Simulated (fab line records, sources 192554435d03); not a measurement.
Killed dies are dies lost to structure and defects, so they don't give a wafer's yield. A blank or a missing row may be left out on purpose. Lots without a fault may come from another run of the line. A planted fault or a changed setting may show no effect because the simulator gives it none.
Which tool did it? | flow n5_finfet | 20 lots, 60 wafers sampled, at 6 steps of a route of 1938

WHAT THE GAUGES READ, wafer by wafer
The record holds no reading of a measuring or inspecting step that can be judged against a usual standard deviation.

WHICH TOOL RAN EACH LOT (tool, then ch and the chambers of the sampled wafers, then the start)
lot  | N5_BEOL_M13_DESCUM_15              | N5_BEOL_M13_ETCH_38                | N5_BEOL_M14_ILD_DEP_00          | N5_BEOL_M14_DESCUM_15              | N5_BEOL_M14_ETCH_68                | N5_BEOL_M15_STRIP_64
L074 | rie_diel-01 ch 0,1,3, day 10 16:19 | rie_diel-01 ch 0,2,3, day 10 21:30 | pecvd-04 ch 0,2, day 10 23:21   | rie_diel-06 ch 1,2,3, day 11 00:04 | rie_diel-06 ch 0,1,2, day 11 01:19 | rie_diel-01 ch 0,2, no start
L076 | rie_diel-01 ch 2,3, day 11 02:38   | rie_diel-05 ch 0,2,3, day 11 05:49 | pecvd-01 ch 0,1,2, day 11 07:38 | rie_diel-03 ch 1,2,3, day 11 08:14 | rie_diel-03 ch 0,2,3, day 11 09:20 | rie_diel-02 ch 1,3, no start
L075 | rie_diel-01 ch 0,2,3, day 11 03:23 | rie_diel-02 ch 0,2,3, day 11 05:23 | pecvd-04 ch 0,1,2, day 11 06:58 | rie_diel-06 ch 0,1,3, day 11 07:41 | rie_diel-06 ch 1,2,3, day 11 09:00 | rie_diel-02 ch 1,2,3, no start
L077 | rie_diel-01 ch 0,2,3, day 11 11:58 | rie_diel-01 ch 1,2, day 11 14:05   | pecvd-02 ch 1,2, day 11 16:01   | rie_diel-06 ch 0,1,2, day 11 16:41 | rie_diel-04 ch 1,2,3, day 11 17:46 | rie_diel-05 ch 0,2, no start
L078 | rie_diel-02 ch 1,2,3, day 12 04:11 | rie_diel-05 ch 0,2,3, day 12 06:04 | pecvd-04 ch 0,1,2, day 12 07:50 | rie_diel-06 ch 2,3, day 12 08:28   | rie_diel-04 ch 2,3, day 12 09:37   | rie_diel-05 ch 0,1,2, no start
L079 | rie_diel-01 ch 0,1, day 12 04:28   | rie_diel-05 ch 0,2,3, day 12 08:53 | pecvd-04 ch 0,2, day 12 10:54   | rie_diel-06 ch 1,3, day 12 11:43   | rie_diel-06 ch 0,1, day 12 12:53   | rie_diel-02 ch 2,3, no start
L080 | rie_diel-02 ch 1,2,3, day 12 15:38 | rie_diel-01 ch 0,2,3, day 12 18:06 | pecvd-02 ch 0,1,2, day 12 19:52 | rie_diel-06 ch 1,2, day 12 20:35   | rie_diel-04 ch 1,2,3, day 12 21:46 | rie_diel-01 ch 1,2,3, no start
L082 | rie_diel-05 ch 0,2,3, day 12 17:35 | rie_diel-01 ch 1,2,3, day 12 19:42 | pecvd-01 ch 0,1,2, day 12 21:44 | rie_diel-06 ch 2,3, day 12 22:27   | rie_diel-06 ch 1,2,3, day 12 23:29 | rie_diel-02 ch 0,1,3, no start
L081 | rie_diel-01 ch 0,1,2, day 12 21:23 | rie_diel-02 ch 0,1,3, day 13 00:12 | pecvd-02 ch 0,2, day 13 02:25   | rie_diel-04 ch 0,1,2, day 13 03:07 | rie_diel-04 ch 0,1, day 13 04:16   | rie_diel-05 ch 1,3, no start
L083 | rie_diel-01 ch 0,3, day 13 05:01   | rie_diel-02 ch 1,3, day 13 11:40   | pecvd-02 ch 0,1, day 13 13:16   | rie_diel-06 ch 2,3, day 13 14:08   | rie_diel-04 ch 1,2, day 13 15:14   | rie_diel-05 ch 0,3, no start
L085 | rie_diel-05 ch 0,2,3, day 13 13:36 | rie_diel-02 ch 1,3, day 13 17:20   | pecvd-04 ch 0,1, day 13 19:06   | rie_diel-04 ch 0,1,2, day 13 19:49 | rie_diel-03 ch 1,2,3, day 13 20:50 | rie_diel-02 ch 0,1,3, no start
L086 | rie_diel-05 ch 0,2,3, day 14 00:50 | rie_diel-01 ch 1,3, day 14 10:16   | pecvd-02 ch 0,1, day 14 12:08   | rie_diel-03 ch 0,1,2, day 14 12:51 | rie_diel-06 ch 1,2, day 14 14:05   | rie_diel-01 ch 1,2,3, no start
L088 | rie_diel-02 ch 0,2,3, day 14 22:02 | rie_diel-01 ch 1,2,3, day 15 01:47 | pecvd-02 ch 0,2, day 15 03:42   | rie_diel-03 ch 1,2, day 15 04:29   | rie_diel-04 ch 0,2,3, day 15 05:31 | rie_diel-02 ch 1,2, no start
L090 | rie_diel-02 ch 0,1,3, day 14 22:32 | rie_diel-01 ch 1,2, day 15 02:04   | pecvd-04 ch 0,1, day 15 03:50   | rie_diel-06 ch 2,3, day 15 04:40   | rie_diel-03 ch 0,1,2, day 15 05:49 | rie_diel-05 ch 0,3, no start
L087 | rie_diel-05 ch 0,2,3, day 14 22:40 | rie_diel-01 ch 1,3, day 15 02:10   | pecvd-01 ch 1,2, day 15 04:07   | rie_diel-03 ch 1,2, day 15 04:54   | rie_diel-03 ch 0,1, day 15 06:52   | rie_diel-01 ch 1,2,3, no start
L091 | rie_diel-02 ch 1,2,3, day 15 03:33 | rie_diel-01 ch 0,2,3, day 15 05:19 | pecvd-01 ch 1,2, day 15 07:29   | rie_diel-03 ch 0,3, day 15 08:16   | rie_diel-06 ch 1,2,3, day 15 09:40 | rie_diel-02 ch 0,2, no start
L089 | rie_diel-02 ch 0,2,3, day 15 09:04 | rie_diel-05 ch 0,1, day 15 13:35   | pecvd-02 ch 0,2, day 15 15:37   | rie_diel-03 ch 0,1,3, day 15 16:13 | rie_diel-03 ch 1,2,3, day 15 17:14 | rie_diel-02 ch 1,2, no start
L093 | rie_diel-01 ch 1,2,3, day 16 04:05 | rie_diel-05 ch 0,2,3, day 16 07:56 | pecvd-04 ch 0,2, day 16 09:47   | rie_diel-06 ch 0,3, day 16 10:45   | rie_diel-06 ch 0,3, day 16 11:58   | rie_diel-01 ch 0,2,3, no start
L095 | rie_diel-01 ch 0,1, day 17 02:13   | rie_diel-01 ch 0,1, day 17 04:52   | pecvd-04 ch 0,1, day 17 06:26   | rie_diel-06 ch 0,1,3, day 17 07:05 | rie_diel-03 ch 1,2,3, day 17 08:46 | rie_diel-02 ch 0,1,2, no start
L097 | rie_diel-02 ch 1,2,3, day 17 08:35 | rie_diel-01 ch 1,3, day 17 15:46   | pecvd-01 ch 0,2, day 17 19:46   | rie_diel-06 ch 1,2, day 17 20:33   | rie_diel-06 ch 1,2,3, day 17 21:35 | rie_diel-05 ch 1,2, no start
- N5_BEOL_M13_DESCUM_15: chemistry O2, time 7.9 s.
- N5_BEOL_M13_ETCH_38: etches SiCN in CF4/N2, target depth 67.5 nm, time 71.9 s.
- N5_BEOL_M14_ILD_DEP_00: deposits SiO2 from TEOS/O2, target thk 1119.3 nm, time 237.4 s.
- N5_BEOL_M14_DESCUM_15: chemistry O2, time 7.9 s.
- N5_BEOL_M14_ETCH_68: etches SOC in N2/H2, time 450 s.
- N5_BEOL_M15_STRIP_64: strips in O2.

WHAT THE TOOLS THEMSELVES READ (means of the sampled wafers that have a number; where no wafer has one, the mark that the record gives instead)
N5_BEOL_M13_DESCUM_15. Usual: drypump_motor_current_A 5.9 A, standard deviation 0.34; oes_product_au 0.81 a.u., standard deviation 0.094; rf_vpp_V 243.3 V, standard deviation 1.2; showerhead_plenum_p_Torr 2.10 Torr, standard deviation 0.046; throttle_valve_pct 20.39 %, standard deviation 0.26.
lot  | tool        | drypump_motor_current_A (A) | oes_product_au (a.u.) | rf_vpp_V (V) | showerhead_plenum_p_Torr (Torr) | throttle_valve_pct (%) | flag
L074 | rie_diel-01 | 6.0                         | 0.81                  | 243.1        | 2.07                            | 20.36                  |
L076 | rie_diel-01 | 5.6                         | 0.70                  | 243.4        | 2.10                            | 20.76                  |
L075 | rie_diel-01 | 5.9                         | 0.80                  | 243.1        | 2.10                            | 20.49                  |
L077 | rie_diel-01 | 5.9                         | 0.79                  | 243.4        | 2.10                            | 20.49                  |
L078 | rie_diel-02 | 6.1                         | 0.78                  | 242.8        | 2.10                            | 20.46                  |
L079 | rie_diel-01 | 6.2                         | 0.94                  | 243.0        | 2.11                            | 20.04                  |
L080 | rie_diel-02 | 6.1                         | 0.78                  | 241.6        | 2.09                            | 20.46                  |
L082 | rie_diel-05 | 5.9                         | 0.76                  | 243.5        | 2.13                            | 20.51                  |
L081 | rie_diel-01 | 5.9                         | 0.84                  | 243.5        | 2.11                            | 20.31                  |
L083 | rie_diel-01 | 6.1                         | 0.85                  | 243.3        | 2.09                            | 20.25                  |
L085 | rie_diel-05 | 5.9                         | 0.86                  | 243.5        | 2.13                            | 20.40                  |
L086 | rie_diel-05 | 5.9                         | 0.85                  | 243.4        | 2.13                            | 20.40                  |
L088 | rie_diel-02 | 5.8                         | 0.78                  | 243.6        | 2.10                            | 20.39                  |
L090 | rie_diel-02 | 5.8                         | 0.72                  | 243.0        | 2.08                            | 20.45                  |
L087 | rie_diel-05 | 5.9                         | 0.84                  | 243.8        | 2.13                            | 20.41                  |
L091 | rie_diel-02 | 6.1                         | 0.75                  | 243.3        | 2.09                            | 20.50                  |
L089 | rie_diel-02 | 5.8                         | 0.77                  | 244.0        | 2.10                            | 20.39                  |
L093 | rie_diel-01 | 5.7                         | 0.86                  | 242.6        | 2.06                            | 20.43                  |
L095 | rie_diel-01 | 6.0                         | 0.87                  | 242.9        | 2.07                            | 20.13                  |
L097 | rie_diel-02 | 6.1                         | 0.74                  | 243.5        | 2.08                            | 20.51                  |

N5_BEOL_M13_ETCH_38. Usual: drypump_motor_current_A 5.9 A, standard deviation 0.32; mfc_ar_sccm 100.07 sccm, standard deviation 0.3; oes_product_au 0.82 a.u., standard deviation 0.092; rf_vpp_V 382.4 V, standard deviation 1.2; showerhead_plenum_p_Torr 2.21 Torr, standard deviation 0.043; throttle_valve_pct 15.38 %, standard deviation 0.26.
lot  | tool        | drypump_motor_current_A (A) | mfc_ar_sccm (sccm) | oes_product_au (a.u.) | rf_vpp_V (V) | showerhead_plenum_p_Torr (Torr) | throttle_valve_pct (%) | flag
L074 | rie_diel-01 | 5.9                         | 99.77              | 0.80                  | 382.6        | 2.22                            | 15.48                  |
L076 | rie_diel-05 | 5.9                         | 100.16             | 0.78                  | 383.0        | 2.24                            | 15.46                  |
L075 | rie_diel-02 | 5.8                         | 100.49             | 0.81                  | 382.4        | 2.23                            | 15.38                  |
L077 | rie_diel-01 | 5.8                         | 100.41             | 0.88                  | 382.8        | 2.20                            | 15.34                  |
L078 | rie_diel-05 | 5.9                         | 100.21             | 0.77                  | 382.9        | 2.24                            | 15.47                  |
L079 | rie_diel-05 | 5.9                         | 99.80              | 0.77                  | 382.8        | 2.24                            | 15.47                  |
L080 | rie_diel-01 | 5.9                         | 100.10             | 0.77                  | 382.4        | 2.21                            | 15.52                  |
L082 | rie_diel-01 | 5.7                         | 99.80              | 0.79                  | 381.4        | 2.18                            | 15.57                  |
L081 | rie_diel-02 | 5.8                         | 99.92              | 0.73                  | 381.8        | 2.20                            | 15.51                  |
L083 | rie_diel-02 | 6.1                         | 100.20             | 0.71                  | 381.9        | 2.19                            | 15.62                  |
L085 | rie_diel-02 | 5.9                         | 99.96              | 0.71                  | 381.8        | 2.19                            | 15.48                  |
L086 | rie_diel-01 | 5.9                         | 100.17             | 0.86                  | 381.2        | 2.15                            | 15.35                  |
L088 | rie_diel-01 | 5.7                         | 100.11             | 0.87                  | 382.1        | 2.18                            | 15.42                  |
L090 | rie_diel-01 | 5.6                         | 99.93              | 0.95                  | 382.0        | 2.23                            | 15.29                  |
L087 | rie_diel-01 | 5.9                         | 99.98              | 0.85                  | 380.8        | 2.15                            | 15.36                  |
L091 | rie_diel-01 | 5.9                         | 100.09             | 0.87                  | 382.0        | 2.21                            | 15.37                  |
L089 | rie_diel-05 | 6.0                         | 100.04             | 0.82                  | 383.3        | 2.23                            | 15.31                  |
L093 | rie_diel-05 | 5.9                         | 99.80              | 0.82                  | 382.6        | 2.23                            | 15.35                  |
L095 | rie_diel-01 | 6.2                         | 100.00             | 0.87                  | 383.0        | 2.21                            | 15.08                  |
L097 | rie_diel-01 | 5.9                         | 99.97              | 0.82                  | 380.8        | 2.14                            | 15.39                  |

N5_BEOL_M14_ILD_DEP_00. Usual: heater_power_w 576 W, standard deviation 120; showerhead_plenum_p_Torr 8.33 Torr, standard deviation 0.031; throttle_valve_pct 18.4 %, standard deviation 0.75.
lot  | tool     | heater_power_w (W) | showerhead_plenum_p_Torr (Torr) | throttle_valve_pct (%) | flag
L074 | pecvd-04 | 623                | 8.31                            | 18.5                   |
L076 | pecvd-01 | 439                | 8.31                            | 18.1                   |
L075 | pecvd-04 | 709                | 8.33                            | 18.3                   |
L077 | pecvd-02 | 544                | 8.34                            | 18.7                   |
L078 | pecvd-04 | 658                | 8.32                            | 18.4                   |
L079 | pecvd-04 | 636                | 8.32                            | 18.5                   |
L080 | pecvd-02 | 548                | 8.35                            | 18.6                   |
L082 | pecvd-01 | 472                | 8.32                            | 18.3                   |
L081 | pecvd-02 | 640                | 8.35                            | 18.7                   |
L083 | pecvd-02 | 471                | 8.34                            | 18.8                   |
L085 | pecvd-04 | 610                | 8.35                            | 18.6                   |
L086 | pecvd-02 | 554                | 8.33                            | 18.8                   |
L088 | pecvd-02 | 621                | 8.35                            | 18.8                   |
L090 | pecvd-04 | 678                | 8.35                            | 18.7                   |
L087 | pecvd-01 | 483                | 8.35                            | 17.2                   |
L091 | pecvd-01 | 455                | 8.34                            | 17.3                   |
L089 | pecvd-02 | 681                | 8.35                            | 18.6                   |
L093 | pecvd-04 | 709                | 8.31                            | 18.5                   |
L095 | pecvd-04 | 639                | 8.33                            | 18.3                   |
L097 | pecvd-01 | 505                | 8.34                            | 18.0                   |

N5_BEOL_M14_DESCUM_15. Usual: drypump_motor_current_A 5.6 A, standard deviation 0.45; oes_product_au 0.79 a.u., standard deviation 0.075; rf_vpp_V 243.1 V, standard deviation 1.4; showerhead_plenum_p_Torr 2.08 Torr, standard deviation 0.07; throttle_valve_pct 20.43 %, standard deviation 0.28.
lot  | tool        | drypump_motor_current_A (A) | oes_product_au (a.u.) | rf_vpp_V (V) | showerhead_plenum_p_Torr (Torr) | throttle_valve_pct (%) | flag
L074 | rie_diel-06 | 5.6                         | 0.75                  | 242.6        | 2.06                            | 20.62                  |
L076 | rie_diel-03 | 5.7                         | 0.90                  | 244.3        | 2.14                            | 20.29                  |
L075 | rie_diel-06 | 5.8                         | 0.71                  | 242.7        | 2.07                            | 20.55                  |
L077 | rie_diel-06 | 5.3                         | 0.75                  | 242.4        | 2.03                            | 20.56                  |
L078 | rie_diel-06 | 6.0                         | 0.72                  | 243.7        | 2.10                            | 20.57                  |
L079 | rie_diel-06 | 6.1                         | 0.70                  | 243.5        | 2.09                            | 20.65                  |
L080 | rie_diel-06 | 5.1                         | 0.77                  | 241.0        | 2.01                            | 20.66                  |
L082 | rie_diel-06 | 6.0                         | 0.71                  | 243.3        | 2.10                            | 20.57                  |
L081 | rie_diel-04 | 5.6                         | 0.82                  | 243.5        | 2.15                            | 20.35                  |
L083 | rie_diel-06 | 6.0                         | 0.71                  | 243.9        | 2.09                            | 20.59                  |
L085 | rie_diel-04 | 5.6                         | 0.80                  | 245.0        | 2.15                            | 20.37                  |
L086 | rie_diel-03 | 5.4                         | 0.83                  | 242.9        | 2.10                            | 20.29                  |
L088 | rie_diel-03 | 5.6                         | 0.85                  | 243.6        | 2.11                            | 20.20                  |
L090 | rie_diel-06 | 5.5                         | 0.83                  | 242.0        | 2.04                            | 20.49                  |
L087 | rie_diel-03 | 5.7                         | 0.82                  | 244.5        | 2.15                            | 20.14                  |
L091 | rie_diel-03 | 5.3                         | 0.83                  | 242.1        | 2.06                            | 20.61                  |
L089 | rie_diel-03 | 5.5                         | 0.84                  | 243.3        | 2.07                            | 20.51                  |
L093 | rie_diel-06 | 5.8                         | 0.77                  | 243.3        | 2.08                            | 20.32                  |
L095 | rie_diel-06 | 5.8                         | 0.86                  | 242.9        | 2.06                            | 20.37                  |
L097 | rie_diel-06 | 5.1                         | 0.73                  | 242.0        | 1.99                            | 20.73                  |

N5_BEOL_M14_ETCH_68. Usual: drypump_motor_current_A 5.5 A, standard deviation 0.35; oes_product_au 0.80 a.u., standard deviation 0.067; rf_vpp_V 523.9 V, standard deviation 2.5; showerhead_plenum_p_Torr 2.55 Torr, standard deviation 0.083; throttle_valve_pct 17.7 %, standard deviation 0.32.
lot  | tool        | drypump_motor_current_A (A) | oes_product_au (a.u.) | rf_vpp_V (V) | showerhead_plenum_p_Torr (Torr) | throttle_valve_pct (%) | flag
L074 | rie_diel-06 | 5.3                         | 0.75                  | 522.0        | 2.47                            | 17.9                   |
L076 | rie_diel-03 | 5.5                         | 0.86                  | 525.2        | 2.59                            | 17.7                   |
L075 | rie_diel-06 | 5.6                         | 0.74                  | 522.8        | 2.50                            | 18.1                   |
L077 | rie_diel-04 | 5.6                         | 0.85                  | 524.7        | 2.58                            | 17.4                   |
L078 | rie_diel-04 | 5.6                         | 0.82                  | 524.3        | 2.58                            | 17.4                   |
L079 | rie_diel-06 | 5.4                         | 0.72                  | 520.9        | 2.46                            | 18.0                   |
L080 | rie_diel-04 | 5.6                         | 0.84                  | 525.0        | 2.58                            | 17.4                   |
L082 | rie_diel-06 | 5.6                         | 0.73                  | 522.4        | 2.50                            | 18.1                   |
L081 | rie_diel-04 | 5.5                         | 0.81                  | 526.3        | 2.65                            | 17.9                   |
L083 | rie_diel-04 | 5.7                         | 0.84                  | 524.5        | 2.58                            | 17.5                   |
L085 | rie_diel-03 | 5.6                         | 0.86                  | 524.9        | 2.59                            | 17.7                   |
L086 | rie_diel-06 | 5.2                         | 0.73                  | 520.4        | 2.43                            | 18.1                   |
L088 | rie_diel-04 | 5.5                         | 0.79                  | 525.9        | 2.60                            | 17.6                   |
L090 | rie_diel-03 | 5.5                         | 0.83                  | 523.5        | 2.54                            | 17.6                   |
L087 | rie_diel-03 | 5.4                         | 0.84                  | 521.8        | 2.47                            | 17.6                   |
L091 | rie_diel-06 | 5.6                         | 0.81                  | 522.4        | 2.49                            | 18.0                   |
L089 | rie_diel-03 | 5.7                         | 0.85                  | 525.0        | 2.58                            | 17.7                   |
L093 | rie_diel-06 | 6.2                         | 0.84                  | 524.9        | 2.57                            | 17.7                   |
L095 | rie_diel-03 | 5.7                         | 0.82                  | 524.5        | 2.58                            | 17.7                   |
L097 | rie_diel-06 | 5.6                         | 0.77                  | 521.5        | 2.48                            | 18.0                   |

N5_BEOL_M15_STRIP_64. Usual: drypump_motor_current_A 5.9 A, standard deviation 0.35; oes_product_au 0.80 a.u., standard deviation 0.084; rf_vpp_V 3.7 V, standard deviation 0.5; showerhead_plenum_p_Torr 2.10 Torr, standard deviation 0.04; throttle_valve_pct 16.66 %, standard deviation 0.24.
lot  | tool        | drypump_motor_current_A (A) | oes_product_au (a.u.) | rf_vpp_V (V) | showerhead_plenum_p_Torr (Torr) | throttle_valve_pct (%) | flag
L074 | rie_diel-01 | 5.8                         | 0.75                  | 3.6          | 2.16                            | 16.79                  |
L076 | rie_diel-02 | 5.9                         | 0.72                  | 3.3          | 2.08                            | 16.64                  |
L075 | rie_diel-02 | 6.1                         | 0.79                  | 3.5          | 2.10                            | 16.70                  |
L077 | rie_diel-05 | 5.9                         | 0.83                  | 3.5          | 2.13                            | 16.75                  |
L078 | rie_diel-05 | 5.8                         | 0.82                  | 3.2          | 2.12                            | 16.60                  |
L079 | rie_diel-02 | 5.9                         | 0.77                  | 4.2          | 2.10                            | 16.55                  |
L080 | rie_diel-01 | 5.7                         | 0.79                  | 3.5          | 2.07                            | 16.79                  |
L082 | rie_diel-02 | 5.8                         | 0.73                  | 3.2          | 2.09                            | 16.69                  |
L081 | rie_diel-05 | 5.9                         | 0.89                  | 3.7          | 2.13                            | 16.33                  |
L083 | rie_diel-05 | 6.0                         | 0.90                  | 3.6          | 2.14                            | 16.49                  |
L085 | rie_diel-02 | 5.8                         | 0.72                  | 3.8          | 2.09                            | 16.71                  |
L086 | rie_diel-01 | 5.7                         | 0.88                  | 3.6          | 2.07                            | 16.64                  |
L088 | rie_diel-02 | 6.3                         | 0.75                  | 4.0          | 2.08                            | 16.90                  |
L090 | rie_diel-05 | 6.0                         | 0.88                  | 3.6          | 2.14                            | 16.52                  |
L087 | rie_diel-01 | 5.7                         | 0.87                  | 4.1          | 2.06                            | 16.65                  |
L091 | rie_diel-02 | 6.0                         | 0.83                  | 3.7          | 2.11                            | 16.71                  |
L089 | rie_diel-02 | 6.3                         | 0.81                  | 3.6          | 2.10                            | 16.81                  |
L093 | rie_diel-01 | 5.9                         | 0.85                  | 3.2          | 2.09                            | 16.63                  |
L095 | rie_diel-02 | 6.0                         | 0.76                  | 3.5          | 2.09                            | 16.82                  |
L097 | rie_diel-05 | 5.8                         | 0.78                  | 3.5          | 2.11                            | 16.50                  |

THE ANSWER, worked out from the rows above alone
Rule: a lot is off if the mean of its wafers that have a number lies more than 3 standard deviations from the usual mean. A lot without any number at a reading at which 4 lots or more have one is off too. The other lots that the step has rows for count as sound. The gauges are gone through in route order, then the tools' own readings, and for those a lot's mean is taken as printed above. The first step at which some lot is off is used, and at that step the reading that is off furthest; a lot without a number counts as furthest.
No lot is off at any reading shown: from this, nothing can be told.

WHAT THE SIMULATOR HAD PUT IN
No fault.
